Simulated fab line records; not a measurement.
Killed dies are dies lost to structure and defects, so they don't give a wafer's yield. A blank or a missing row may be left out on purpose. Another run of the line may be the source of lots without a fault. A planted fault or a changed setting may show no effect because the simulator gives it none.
Which tool did it? :: flow nandHarc :: Sampling: 14 lots, 42 wafers, 3 of 1159 route steps

WHAT EACH GAUGE READ, for each wafer
NHARC_A_SLIT_CD_MEAS_21. Usual: cdNm reads 289.6 nm (standard deviation 0.9).
lot: L333
measured: day 14 11:42
on: cdSem-03
cdNm (nm): 288.8 289.0 289.1
flag: 

lot: L334
measured: day 14 19:14
on: cdSem-01
cdNm (nm): 288.1 288.3 287.4
flag: 

lot: L336
measured: day 14 20:22
on: cdSem-01
cdNm (nm): 290.3 289.7 289.2
flag: 

lot: L337
measured: day 15 10:38
on: cdSem-03
cdNm (nm): 288.7 288.8 288.3
flag: 

lot: L339
measured: day 15 16:43
on: cdSem-02
cdNm (nm): 290.1 290.4 289.6
flag: 

lot: L338
measured: day 15 18:27
on: cdSem-03
cdNm (nm): 289.2 289.5 288.9
flag: 

lot: L344
measured: day 16 22:37
on: cdSem-02
cdNm (nm): 287.9 286.9 289.1
flag: 

lot: L346
measured: day 17 08:11
on: cdSem-01
cdNm (nm): 291.2 290.8 290.4
flag: 

lot: L349
measured: day 18 06:16
on: cdSem-02
cdNm (nm): 291.0 289.7 290.0
flag: 

lot: L352
measured: day 18 11:34
on: cdSem-02
cdNm (nm): 287.8 287.8 287.4
flag: 

lot: L350
measured: day 18 11:34
on: cdSem-01
cdNm (nm): 290.3 289.5 290.0
flag: 

lot: L351
measured: day 19 02:13
on: cdSem-03
cdNm (nm): 289.8 289.1 289.7
flag: 

lot: L353
measured: day 19 19:05
on: cdSem-01
cdNm (nm): 288.7 290.6 288.8
flag: 

lot: L354
measured: day 20 08:02
on: cdSem-02
cdNm (nm): 289.8 290.6 289.6
flag: 

TOOL THAT RAN EACH LOT (tool first, then ch and the chambers of the sampled wafers, then the start)
lot: L333
NHARC_A_SLIT_DEP_23: pecvd-01 ch 0,2, day 13 23:25
NHARC_A_SLIT_STRIP_18: rieDiel-13 ch 0,3, day 14 11:42 or earlier

lot: L334
NHARC_A_SLIT_DEP_23: pecvd-04 ch 1,2, day 14 12:45
NHARC_A_SLIT_STRIP_18: rieDiel-10 ch 0,3, day 14 19:14 or earlier

lot: L336
NHARC_A_SLIT_DEP_23: pecvd-01 ch 0,1,2, day 14 13:14
NHARC_A_SLIT_STRIP_18: rieDiel-13 ch 2,3, day 14 20:22 or earlier

lot: L337
NHARC_A_SLIT_DEP_23: pecvd-04 ch 1,2, day 15 03:47
NHARC_A_SLIT_STRIP_18: rieDiel-13 ch 1,2, day 15 10:38 or earlier

lot: L339
NHARC_A_SLIT_DEP_23: pecvd-02 ch 0,2, day 15 12:28
NHARC_A_SLIT_STRIP_18: rieDiel-10 ch 0,3, day 15 16:43 or earlier

lot: L338
NHARC_A_SLIT_DEP_23: pecvd-04 ch 0, day 15 12:37
NHARC_A_SLIT_STRIP_18: rieDiel-13 ch 1,2,3, day 15 18:27 or earlier

lot: L344
NHARC_A_SLIT_DEP_23: pecvd-02 ch 1,2, day 16 18:23
NHARC_A_SLIT_STRIP_18: rieDiel-10 ch 0,1,3, day 16 22:37 or earlier

lot: L346
NHARC_A_SLIT_DEP_23: pecvd-02 ch 0,1,2, day 17 03:55
NHARC_A_SLIT_STRIP_18: rieDiel-13 ch 0,2,3, day 17 08:11 or earlier

lot: L349
NHARC_A_SLIT_DEP_23: pecvd-04 ch 1,2, day 18 01:58
NHARC_A_SLIT_STRIP_18: rieDiel-10 ch 0,2, day 18 06:16 or earlier

lot: L352
NHARC_A_SLIT_DEP_23: pecvd-04 ch 0,1,2, day 18 06:31
NHARC_A_SLIT_STRIP_18: rieDiel-13 ch 2,3, day 18 11:34 or earlier

lot: L350
NHARC_A_SLIT_DEP_23: pecvd-02 ch 0,1,2, day 18 07:19
NHARC_A_SLIT_STRIP_18: rieDiel-07 ch 1,2,3, day 18 11:34 or earlier

lot: L351
NHARC_A_SLIT_DEP_23: pecvd-04 ch 0,2, day 18 21:53
NHARC_A_SLIT_STRIP_18: rieDiel-13 ch 1,2,3, day 19 02:13 or earlier

lot: L353
NHARC_A_SLIT_DEP_23: pecvd-04 ch 0,1, day 19 14:11
NHARC_A_SLIT_STRIP_18: rieDiel-07 ch 0,2, day 19 19:05 or earlier

lot: L354
NHARC_A_SLIT_DEP_23: pecvd-01 ch 1,2, day 20 03:54
NHARC_A_SLIT_STRIP_18: rieDiel-10 ch 1,2, day 20 08:02 or earlier
- NHARC_A_SLIT_DEP_23: deposits SiON, target thk 100 nm.
- NHARC_A_SLIT_STRIP_18: strips in O2.

WHAT THE TOOLS THEMSELVES READ (means of the sampled wafers that have a number; where no wafer has one, the mark that the record gives instead)
NHARC_A_SLIT_DEP_23. Usual: heaterPowerW reads 747 W (standard deviation 120).
lot: L333
tool: pecvd-01
heaterPowerW (W): 656
flag: 

lot: L334
tool: pecvd-04
heaterPowerW (W): 858
flag: 

lot: L336
tool: pecvd-01
heaterPowerW (W): 711
flag: 

lot: L337
tool: pecvd-04
heaterPowerW (W): 736
flag: 

lot: L339
tool: pecvd-02
heaterPowerW (W): 840
flag: 

lot: L338
tool: pecvd-04
heaterPowerW (W): 763
flag: 

lot: L344
tool: pecvd-02
heaterPowerW (W): 772
flag: 

lot: L346
tool: pecvd-02
heaterPowerW (W): 843
flag: 

lot: L349
tool: pecvd-04
heaterPowerW (W): 752
flag: 

lot: L352
tool: pecvd-04
heaterPowerW (W): 769
flag: 

lot: L350
tool: pecvd-02
heaterPowerW (W): 829
flag: 

lot: L351
tool: pecvd-04
heaterPowerW (W): 684
flag: 

lot: L353
tool: pecvd-04
heaterPowerW (W): 864
flag: 

lot: L354
tool: pecvd-01
heaterPowerW (W): 630
flag: 

NHARC_A_SLIT_STRIP_18. Usual: drypumpMotorCurrentA 5.9 A, standard deviation 0.47; oesProductAu 0.997 a.u., standard deviation 0.018; rfVppV 57.7 V, standard deviation 0.99; showerheadPlenumPTorr 3.56 Torr, standard deviation 0.16; throttleValvePct 17.036 %, standard deviation 0.0093.
lot: L333
tool: rieDiel-13
drypumpMotorCurrentA (A): 5.7
oesProductAu (a.u.): 0.985
rfVppV (V): 57.4
showerheadPlenumPTorr (Torr): 3.52
throttleValvePct (%): 17.036
flag: 

lot: L334
tool: rieDiel-10
drypumpMotorCurrentA (A): 6.4
oesProductAu (a.u.): 0.999
rfVppV (V): 58.4
showerheadPlenumPTorr (Torr): 3.43
throttleValvePct (%): 17.038
flag: 

lot: L336
tool: rieDiel-13
drypumpMotorCurrentA (A): 6.0
oesProductAu (a.u.): 0.984
rfVppV (V): 57.2
showerheadPlenumPTorr (Torr): 3.48
throttleValvePct (%): 17.032
flag: 

lot: L337
tool: rieDiel-13
drypumpMotorCurrentA (A): 6.0
oesProductAu (a.u.): 0.996
rfVppV (V): 57.7
showerheadPlenumPTorr (Torr): 3.76
throttleValvePct (%): 17.039
flag: 

lot: L339
tool: rieDiel-10
drypumpMotorCurrentA (A): 6.2
oesProductAu (a.u.): 0.994
rfVppV (V): 57.3
showerheadPlenumPTorr (Torr): 3.39
throttleValvePct (%): 17.033
flag: 

lot: L338
tool: rieDiel-13
drypumpMotorCurrentA (A): 6.0
oesProductAu (a.u.): 0.997
rfVppV (V): 58.3
showerheadPlenumPTorr (Torr): 3.62
throttleValvePct (%): 17.036
flag: 

lot: L344
tool: rieDiel-10
drypumpMotorCurrentA (A): 6.0
oesProductAu (a.u.): 1.007
rfVppV (V): 58.7
showerheadPlenumPTorr (Torr): 3.48
throttleValvePct (%): 17.039
flag: 

lot: L346
tool: rieDiel-13
drypumpMotorCurrentA (A): 5.7
oesProductAu (a.u.): 0.991
rfVppV (V): 58.0
showerheadPlenumPTorr (Torr): 3.56
throttleValvePct (%): 17.033
flag: 

lot: L349
tool: rieDiel-10
drypumpMotorCurrentA (A): 6.0
oesProductAu (a.u.): 0.996
rfVppV (V): 58.4
showerheadPlenumPTorr (Torr): 3.49
throttleValvePct (%): 17.042
flag: 

lot: L352
tool: rieDiel-13
drypumpMotorCurrentA (A): 6.0
oesProductAu (a.u.): 0.988
rfVppV (V): 56.9
showerheadPlenumPTorr (Torr): 3.48
throttleValvePct (%): 17.028
flag: 

lot: L350
tool: rieDiel-07
drypumpMotorCurrentA (A): 6.0
oesProductAu (a.u.): 0.993
rfVppV (V): 58.0
showerheadPlenumPTorr (Torr): 3.55
throttleValvePct (%): 17.032
flag: 

lot: L351
tool: rieDiel-13
drypumpMotorCurrentA (A): 6.0
oesProductAu (a.u.): 0.997
rfVppV (V): 58.2
showerheadPlenumPTorr (Torr): 3.62
throttleValvePct (%): 17.037
flag: 

lot: L353
tool: rieDiel-07
drypumpMotorCurrentA (A): 5.9
oesProductAu (a.u.): 1.022
rfVppV (V): 57.9
showerheadPlenumPTorr (Torr): 3.42
throttleValvePct (%): 17.038
flag: 

lot: L354
tool: rieDiel-10
drypumpMotorCurrentA (A): 5.5
oesProductAu (a.u.): 1.012
rfVppV (V): 57.8
showerheadPlenumPTorr (Torr): 3.66
throttleValvePct (%): 17.028
flag: 

THE ANSWER, worked out from the rows above alone
Rule: take the mean of a lot's wafers that have a number; if it is more than 3 standard deviations from the usual mean, the lot is off. A lot without any number at a reading at which 4 lots or more have one is off too. All remaining lots with rows at the step are treated as sound. The gauges are gone through in route order, then the tools' own readings, and for those a lot's mean is taken as printed above. The first step at which some lot is off is used, and at that step the reading that is off furthest; a lot without a number counts as furthest.
Across all readings shown, no lot is off: no conclusion can be drawn from this.

WHAT THE SIMULATOR HAD INSERTED
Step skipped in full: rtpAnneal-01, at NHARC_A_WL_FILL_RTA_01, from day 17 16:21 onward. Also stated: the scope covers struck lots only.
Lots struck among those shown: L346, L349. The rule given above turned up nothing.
